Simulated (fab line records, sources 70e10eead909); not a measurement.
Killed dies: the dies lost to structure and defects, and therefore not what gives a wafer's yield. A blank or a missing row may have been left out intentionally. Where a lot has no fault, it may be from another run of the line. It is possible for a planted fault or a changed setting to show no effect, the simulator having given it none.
Matching of chambers + flow nand-harc + NHARC_A_STAIRCASE_CMP_472 on cmp-01: 4 sister chambers
The step polishes SiO2. 4 wafers are shown with their chamber, then 7 later ones without.

## WAFERS WITH THEIR CHAMBER
| wafer  | chamber | motor-current-A (A) |
|--------|---------|---------------------|
| L090.1 | 1       | 12.3                |
| L090.5 | 2       | 12.1                |
| L091.4 | 0       | 13.6                |
| L091.5 | 3       | 10.8                |

## WAFERS WHOSE CHAMBER IS MISSING
| wafer  | motor-current-A (A) |
|--------|---------------------|
| L091.6 | 13.0                |
| L095.1 | 11.2                |
| L095.2 | 12.7                |
| L095.3 | 11.2                |
| L096.2 | 13.6                |
| L096.5 | 11.5                |
| L096.6 | 11.9                |

## WHICH CHAMBER EACH WENT THROUGH
| wafer  | from the rows above          | in truth |
|--------|------------------------------|----------|
| L091.6 | can't be placed: 0 or 1 or 2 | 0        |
| L095.1 | can't be placed: 3 or 2 or 1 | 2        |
| L095.2 | can't be placed: 1 or 2 or 0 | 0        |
| L095.3 | can't be placed: 3 or 2 or 1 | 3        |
| L096.2 | 0                            | 0        |
| L096.5 | can't be placed: 2 or 3 or 1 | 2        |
| L096.6 | can't be placed: 2 or 1      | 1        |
1 of 7 placed correctly. From these rows, 6 cannot be placed; in 6 the true chamber is one of the candidates. Number placed wrongly: 0.
How it was worked out, from the rows above alone: a wafer's distance from a chamber is the root of the sum, over the readings, of the square of ((its reading less the chamber's mean) divided by the reading's scatter). The wafer belongs to the nearest chamber; if the next one is less than 2 further off, it can't be placed. A chamber's mean is the mean of its shown wafers. The scatter: with one shown wafer a chamber, the root of the mean of the squares of how far each hidden wafer lies from its nearest shown one.
